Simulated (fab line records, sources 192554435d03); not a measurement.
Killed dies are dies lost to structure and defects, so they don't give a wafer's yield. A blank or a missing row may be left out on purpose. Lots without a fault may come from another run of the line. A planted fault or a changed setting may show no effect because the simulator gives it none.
fab line records | flow n5_finfet
record lots=6 wafers=18 last_day=17
route steps=1938 shown MOL_CONTACT_COAG@539 BEOL_M4@1111
lots that met no fault: from a run of the same line without faults
start_h: hours from the record's first day to the start of the lot's first wafer shown | wait_h: hours since the lot's step before | " the same as in the row above | L1.1+2: a row that stands for several wafers | - no value, or no start given | * or withheld: withheld | < > ~ a bound
route shown NAME@n: a module of which the file shows steps, and the number in the route of the first | usual: mean/standard deviation of fault-free wafers | same: alike in all rows | chamber/n: place in a boat | sites: the reading at each site | _std_site: their standard deviation | _edge_site: outer sites' mean less inner sites' | radius_mm: how far each site lies from the wafer's centre | mask NAME#n: copy n | behind: the tool/chamber that last shaped the wafer | hold: why the lot was held/for how many hours/how that ended | device: the transistor (n, p or np) that didn't switch | end of line: the same wafers' tests at the end of the route | a step without rows: its recipe alone | killed: dies lost to structure and defects at the first sort, not the wafer's yield | map: a wafer's dies, x killed, . not, _ none there
set.NAME: the setting as run; set.NAME@STEP: as run at that earlier step | model.NAME: the simulator's own value behind a step, which no gauge read
lots at some steps of the route; a table a step, a row a wafer
services: from which hour (start_h, from the record's first day; less than 0 if before it) a tool's chamber was out of use, for how many hours, and why
## steps
# step N5_MOL_CONTACT_COAG_STRIP_98
# recipe chemistry=N2/H2 power_w=500 temp_c=40 pressure_mtorr=50 rf_frequency_hz=6e+07 overash_fraction=0.3 bias_power_w=8 h2_frac=0.5 n2_flow_sccm=300 h2_flow_sccm=300
# usual bias_power_w=7.997/0.025 drypump_motor_current_A=5.7/0.33 n2_flow_sccm=300.0/0.93 oes_product_au=0.82/0.094 rf_vpp_V=54.2/1.6 showerhead_plenum_p_Torr=3.42/0.089 throttle_valve_pct=18.7/0.37
# columns lot.wafer tool chamber start_h wait_h bias_power_w drypump_motor_current_A n2_flow_sccm oes_product_au rf_hours_counter_h rf_vpp_V showerhead_plenum_p_Torr throttle_valve_pct
L195.1 rie_diel-04 1 93.89 0.0 8.040 6.0 298.8 0.89 30 52.6 3.43 18.3
L195.5 " 1 " " 7.999 6.0 299.9 0.89 - 52.8 3.43 18.3
L195.6 " 0 " " 8.000 5.4 298.2 0.93 - 52.1 3.42 18.5
L204.2 rie_diel-04 0 142.81 0.0 7.999 5.4 301.2 0.89 39 53.7 3.41 18.5
L204.3 " 2 " " 8.022 5.9 300.4 0.83 79 54.8 3.40 19.2
L204.6 " 2 " " 7.994 5.9 300.8 0.83 - 51.3 3.40 19.2
L209.1 rie_diel-04 2 175.74 0.0 8.003 5.9 301.4 0.81 91 53.7 3.39 19.2
L209.3 " 1 " " 7.967 6.0 300.1 0.85 57 53.7 3.42 18.3
L209.4 " 3 " " 8.039 5.6 298.3 0.96 5 50.9 3.43 18.5
L214.2 rie_diel-04 1 205.54 0.0 8.013 6.0 300.5 0.85 68 53.1 3.41 18.4
L214.3 " 2 " " 8.043 6.0 298.2 0.80 102 55.7 3.39 19.2
L214.4 " 3 " " 8.000 5.6 300.4 0.92 17 56.0 3.43 18.5
L216.1 rie_diel-06 3 213.49 0.0 7.935 6.6 300.0 0.67 245 54.0 3.18 18.6
L216.3 " 2 " " 7.994 5.6 300.3 0.75 166 51.6 3.22 18.8
L216.6 " 3 " " 7.944 6.6 300.6 0.67 - 52.9 3.18 18.6
L217.2 rie_diel-05 0 225.15 0.0 8.020 5.1 300.3 0.87 33 52.9 3.57 19.1
L217.4 " 0 " " 7.995 5.1 301.4 0.87 - 57.2 3.57 19.1
L217.5 " 2 " " 7.963 5.8 298.0 0.89 - 55.0 3.42 18.0
# step N5_MOL_CONTACT_COAG_CD_MEAS_99
# recipe target_cd_nm=17.2 polarity=opening
# usual cd_nm=17.19/0.28
# columns lot.wafer tool chamber start_h wait_h cd_nm
L195.1 cd_sem-03 - 93.96 - 17.17
L195.5 " - " " 17.17
L195.6 " - " " 17.21
L204.2 cd_sem-02 - 142.88 - 17.21
L204.3 " - " " 16.91
L204.6 " - " " 17.01
L209.1 cd_sem-02 - 175.81 - 17.26
L209.3 " - " " 16.86
L209.4 " - " " 17.05
L214.2 cd_sem-03 - 205.61 - 17.28
L214.3 " - " " 17.27
L214.4 " - " " 17.64
L216.1 cd_sem-02 - 213.55 - 17.23
L216.3 " - " " 16.90
L216.6 " - " " 17.69
L217.2 cd_sem-03 - 225.22 - 17.38
L217.4 " - " " 17.26
L217.5 " - " " 16.99
# step N5_MOL_CONTACT_COAG_IMPLANT_129
# recipe species=Ge energy_kev=3 dose_cm2=6e+14 tilt_deg=0 rotation_deg=0
# step N5_MOL_CONTACT_COAG_PRECLEAN_111
# recipe chemistry=NF3:NH3 afs_cycles=1 temp_c=30 time_s=20 sublimation_temp_c=180 sublimation_time_s=60 pressure_torr=3 rf_power_w=30
# step N5_MOL_CONTACT_COAG_TI_SIL_19
# recipe material=Ti target_thk_a=42 temp_c=200 chamber_pressure_pa=5 power_w=5000 time_s=15
# step N5_MOL_CONTACT_COAG_ALD_20
# recipe material=TiN target_thk_a=15 temp_c=400 ald_precursor_family=TiCl4 ald_co_reactant=NH3 pulse_time_s=1 purge_time_s=3 co_reactant_purge_time_s=2 co_reactant_pulse_time_s=2 ald_cycles=68 pressure_torr=3
# usual heater_power_outer_w=556/67 heater_power_w=899/110 precursor_pulse_height_rel=0.999/0.02 susceptor_temp_C=400.01/0.22
# columns lot.wafer tool chamber start_h wait_h heater_power_outer_w heater_power_w precursor_pulse_height_rel susceptor_temp_C
L195.1 ald_metal-02 2 95.07 0.1 675 1123 1.017 399.79
L195.5 " 3 " " 512 939 0.992 400.09
L195.6 " 2 " " 679 1132 1.019 400.15
L204.2 ald_metal-02 0 145.17 0.1 540 886 0.997 400.34
L204.3 " 3 " " 527 923 1.002 400.16
L204.6 " 2 " " 666 1124 1.015 400.06
L209.1 ald_metal-04 3 176.47 0.1 482 783 1.017 400.28
L209.3 " 2 " " 648 995 0.978 400.21
L209.4 " 1 " " 494 807 1.018 400.17
L214.2 ald_metal-04 1 208.35 0.1 520 824 1.014 399.92
L214.3 " 3 " " 492 812 1.018 400.00
L214.4 " 0 " " 566 853 0.983 400.00
L216.1 ald_metal-04 3 214.24 0.2 490 791 1.001 399.78
L216.3 " 2 " " 650 1004 1.048 399.59
L216.6 " 0 " " 549 861 0.972 400.06
L217.2 ald_metal-02 1 227.84 0.1 497 791 1.033 399.89
L217.4 " 0 " " 540 888 1.004 399.86
L217.5 " 0 " " 537 920 1.031 399.85
# step N5_MOL_CONTACT_COAG_SIL_ANNEAL_21
# recipe temp_c=550 time_s=60 ambient=N2
# usual lamp_power_pct=6.48/0.17 lamp_zone_1_pct=6.47/0.17 lamp_zone_6_pct=6.42/0.17 wafer_temp_C_max=552.7/1.3
# columns lot.wafer tool chamber start_h wait_h lamp_power_pct lamp_zone_1_pct lamp_zone_6_pct wafer_temp_C_max
L195.1 rtp_anneal-01 0 95.45 0.2 6.64 6.63 6.58 551.3
L195.5 " 0 " " 6.64 6.64 6.57 551.7
L195.6 " 0 " " 6.64 6.63 6.58 551.9
L204.2 rtp_anneal-01 0 145.57 0.2 6.64 6.64 6.57 551.7
L204.3 " 0 " " 6.63 6.63 6.58 552.5
L204.6 " 0 " " 6.63 6.63 6.56 551.6
L209.1 rtp_anneal-01 0 176.85 0.2 6.64 6.63 6.57 552.1
L209.3 " 0 " " 6.62 6.63 6.58 551.5
L209.4 " 0 " " 6.62 6.63 6.58 552.0
L214.2 rtp_anneal-01 0 208.76 0.2 6.62 6.63 6.57 551.6
L214.3 " 0 " " 6.64 6.63 6.57 552.3
L214.4 " 0 " " 6.62 6.64 6.57 551.9
L216.1 rtp_anneal-02 0 214.62 0.2 6.30 6.29 6.23 553.4
L216.3 " 0 " " 6.28 6.29 6.23 553.4
L216.6 " 0 " " 6.28 6.29 6.23 554.6
L217.2 rtp_anneal-01 0 228.24 0.2 6.63 6.62 6.56 551.3
L217.4 " 0 " " 6.63 6.64 6.58 551.7
L217.5 " 0 " " 6.64 6.64 6.57 551.9
# step N5_MOL_CONTACT_COAG_PRE_CLEAN_141
# recipe gas=H2/He time_s=60 temp_c=300
# step N5_MOL_CONTACT_COAG_SPUTTER_143
# recipe material=Co target_thk_a=25 temp_c=25 chamber_pressure_pa=0.2
# usual susceptor_temp_C=25.00/0.094 throttle_valve_pct=30.3/0.84
# columns lot.wafer tool chamber start_h wait_h susceptor_temp_C throttle_valve_pct
L195.1 pvd_sputter-02 - 96.05 0.0 25.03 31.7
L195.5 " - " " 25.06 31.3
L195.6 " - " " 25.10 29.6
L204.2 pvd_sputter-03 - 146.36 0.0 24.89 30.9
L204.3 " - " " 25.03 28.6
L204.6 " - " " 24.94 30.2
L209.1 pvd_sputter-03 - 177.15 0.0 25.00 30.2
L209.3 " - " " 24.98 30.4
L209.4 " - " " 25.07 30.9
L214.2 pvd_sputter-03 - 209.80 0.0 24.96 30.1
L214.3 " - " " 24.93 28.5
L214.4 " - " " 24.86 30.2
L216.1 pvd_sputter-01 - 216.88 0.0 25.03 28.9
L216.3 " - " " 24.90 30.0
L216.6 " - " " 24.92 31.6
L217.2 pvd_sputter-02 - 229.18 0.0 25.02 29.8
L217.4 " - " " 25.05 29.6
L217.5 " - " " 24.99 30.2
# step N5_MOL_CONTACT_COAG_CO_FILL_22
# recipe material=Co target_thk_a=200 temp_c=200 precursor=CCTBA/H2 pressure_torr=30
# step N5_MOL_CONTACT_COAG_ANNEAL_113
# recipe temp_c=400 time_s=300 ambient=H2/N2
# usual lamp_power_pct=2.76/0.074 lamp_zone_1_pct=2.76/0.074 lamp_zone_6_pct=2.74/0.073 wafer_temp_C_max=402.2/0.89
# columns lot.wafer tool chamber start_h wait_h lamp_power_pct lamp_zone_1_pct lamp_zone_6_pct wafer_temp_C_max
L195.1 rtp_anneal-02 0 97.00 0.5 2.71 2.70 2.68 402.7
L195.5 " 0 " " 2.70 2.70 2.67 402.1
L195.6 " 0 " " 2.70 2.71 2.68 404.0
L204.2 rtp_anneal-01 0 147.38 0.6 2.85 2.85 2.82 401.3
L204.3 " 0 " " 2.85 2.85 2.82 401.4
L204.6 " 0 " " 2.85 2.85 2.82 401.0
L209.1 rtp_anneal-02 0 177.95 0.3 2.70 2.71 2.68 402.0
L209.3 " 0 " " 2.71 2.70 2.68 402.9
L209.4 " 0 " " 2.71 2.70 2.67 402.8
L214.2 rtp_anneal-02 0 210.70 0.5 2.70 2.71 2.68 402.2
L214.3 " 0 " " 2.70 2.70 2.68 402.4
L214.4 " 0 " " 2.70 2.70 2.68 402.4
L216.1 rtp_anneal-02 0 217.62 0.3 2.70 2.70 2.68 404.3
L216.3 " 0 " " 2.70 2.70 2.68 402.6
L216.6 " 0 " " 2.70 2.70 2.68 403.2
L217.2 rtp_anneal-02 0 230.07 0.5 2.71 2.70 2.68 403.7
L217.4 " 0 " " 2.70 2.70 2.67 403.5
L217.5 " 0 " " 2.70 2.70 2.67 403.9
# step N5_MOL_CONTACT_COAG_PRE_CLEAN_142
# recipe gas=H2/He time_s=60 temp_c=300
# step N5_MOL_CONTACT_COAG_SPUTTER_130
# recipe material=Co target_thk_a=475 temp_c=25 chamber_pressure_pa=0.5 power_w=3000
# usual susceptor_temp_C=25.01/0.096 throttle_valve_pct=30.2/0.97
# columns lot.wafer tool chamber start_h wait_h susceptor_temp_C throttle_valve_pct model.Co_of_MOL_CONTACT_COAG_SPUTTER_130.thk_nm
L195.1 pvd_sputter-02 - 99.21 0.0 25.16 29.6 47.8
L195.5 " - " " 24.95 29.6 47.2
L195.6 " - " " 24.95 31.4 47.6
L204.2 pvd_sputter-01 - 148.88 0.0 24.91 31.0 47.4
L204.3 " - " " 24.98 31.6 48
L204.6 " - " " 25.14 29.8 47.2
L209.1 pvd_sputter-02 - 179.49 0.0 25.01 29.6 80.4
L209.3 " - " " 25.13 29.9 47.8
L209.4 " - " " 25.02 30.3 81
L214.2 pvd_sputter-02 - 211.54 0.0 25.00 30.3 47.4
L214.3 " - " " 24.89 29.3 47.2
L214.4 " - " " 25.12 29.6 80.8
L216.1 pvd_sputter-03 - 218.77 0.0 24.96 28.4 47.8
L216.3 " - " " 25.13 30.2 48
L216.6 " - " " 25.07 28.5 48
L217.2 pvd_sputter-01 - 231.90 0.0 25.02 31.0 46.8
L217.4 " - " " 24.98 30.4 46.8
L217.5 " - " " 25.08 30.4 46.8
# step N5_MOL_CONTACT_COAG_PRECLEAN_125
# recipe chemistry=DIW time_s=57.5 temp_c=23
# step N5_BEOL_M4_RC_MEAS_101
# usual DIBL_N=36.3/1.4 DIBL_P=36.2/1.5 IOFF_N=0.160/0.021 IOFF_P=0.211/0.027 ION_N=676/7.7 ION_P=463/5.5 SS_N=71.4/0.57 SS_P=73.3/0.58 VT_N=249.3/2.5 VT_P=-250.1/2.6
# columns lot.wafer tool chamber start_h wait_h DIBL_N[mV/V] DIBL_P[mV/V] IOFF_N[nA/um] IOFF_P[nA/um] ION_N[uA/um] ION_P[uA/um] SS_N[mV/dec] SS_P[mV/dec] VT_N[mV] VT_P[mV]
L195.1 prober-01 0 162.84 0.0 37.1 37.7 0.187 0.224 686 463 72.2 74.4 246.9 -249.4
L195.5 " 0 " " 35.0 35.0 0.148 0.181 678 459 71.2 72.5 250.4 -254.1
L195.6 " 0 " " 35.6 35.7 0.160 0.191 677 462 71.8 72.8 250.4 -252.0
L204.2 prober-02 0 222.65 0.2 35.9 37.5 0.178 0.216 682 462 72.0 73.2 248.8 -251.3
L204.3 " 0 " " 32.5 33.6 0.121 0.160 666 462 71.4 72.9 252.5 -254.5
L204.6 " 0 " " 35.2 36.8 0.167 0.211 681 464 71.8 74.0 249.3 -249.6
L209.1 prober-01 0 249.80 0.0 35.4 35.0 0.166 0.224 673 467 71.1 73.1 247.3 -246.8
L209.3 " 0 " " 36.9 36.7 0.200 0.249 691 475 71.4 74.5 244.5 -247.0
L209.4 " 0 " " 37.2 36.1 0.185 0.243 686 470 72.3 74.2 243.0 -244.7
L214.2 prober-02 0 276.27 0.2 34.5 33.4 0.134 0.177 673 460 70.6 72.8 250.8 -250.7
L214.3 " 0 " " 36.4 35.8 0.172 0.203 685 461 71.2 73.6 247.1 -255.4
L214.4 " 0 " " 35.2 34.1 0.147 0.186 675 460 71.2 72.7 248.0 -252.7
L216.1 prober-01 0 300.62 0.0 35.0 36.0 0.140 0.211 667 465 71.1 72.8 250.3 -250.5
L216.3 " 0 " " 36.2 38.5 0.167 0.231 676 462 71.1 73.8 247.4 -247.8
L216.6 " 0 " " 33.9 35.6 0.123 0.192 664 462 71.1 73.3 253.1 -251.2
L217.2 prober-01 0 308.47 0.2 35.3 35.3 0.154 0.207 680 471 71.7 73.1 250.3 -251.8
L217.4 " 0 " " 34.4 34.6 0.138 0.186 663 460 70.7 72.6 254.1 -249.7
L217.5 " 0 " " 36.3 36.6 0.164 0.222 673 463 72.2 73.5 249.9 -250.5
## services
# columns tool chamber start_h hours kind
rie_diel-04 1 104.02 9.3 repair
rie_diel-05 2 104.20 - clean
rie_diel-05 2 104.20 - consumable_replace:focus_ring
rie_diel-05 2 104.20 12.5 scheduled_down
rie_diel-05 2 104.20 12.5 vent_cycle
rie_diel-05 0 116.69 - clean
rie_diel-05 0 116.69 - consumable_replace:focus_ring
rie_diel-05 0 116.69 - consumable_replace:showerhead
rie_diel-05 0 116.69 19.2 scheduled_down
rie_diel-05 0 116.69 19.2 vent_cycle
rie_diel-05 2 132.80 6.0 repair
rie_diel-04 3 137.04 - clean
rie_diel-04 3 137.04 - consumable_replace:focus_ring
rie_diel-04 3 137.04 17.2 scheduled_down
rie_diel-04 3 137.04 17.2 vent_cycle
pvd_sputter-02 - 153.37 1.0 repair
ald_metal-04 - 164.45 8.7 pm
pvd_sputter-03 - 169.70 3.3 repair
rie_diel-05 3 204.47 - clean
rie_diel-05 3 204.47 - consumable_replace:focus_ring
rie_diel-05 3 204.47 40.2 scheduled_down
rie_diel-05 3 204.47 40.2 vent_cycle
ald_metal-02 3 208.65 4.7 repair
ald_metal-04 2 227.57 7.6 repair
## key
first_sign none at tools or gauges
model_effect step=N5_MOL_CONTACT_COAG_SPUTTER_130 value=Co_of_MOL_CONTACT_COAG_SPUTTER_130.thk_nm without=47.2 struck=80.73
met_at N5_MOL_CONTACT_COAG_SPUTTER_130
struck_wafers L209.1,L209.4,L214.4
onset_between 99.21 179.49
fault kind=process_parameter_drift tool=pvd_sputter-02 chamber=- onset_h=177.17 steps=N5_MOL_CONTACT_COAG_SPUTTER_130 channel=target_thk_a offset=* shape=step end_h=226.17 scope=struck_wafers_only acts_in=* stated=*
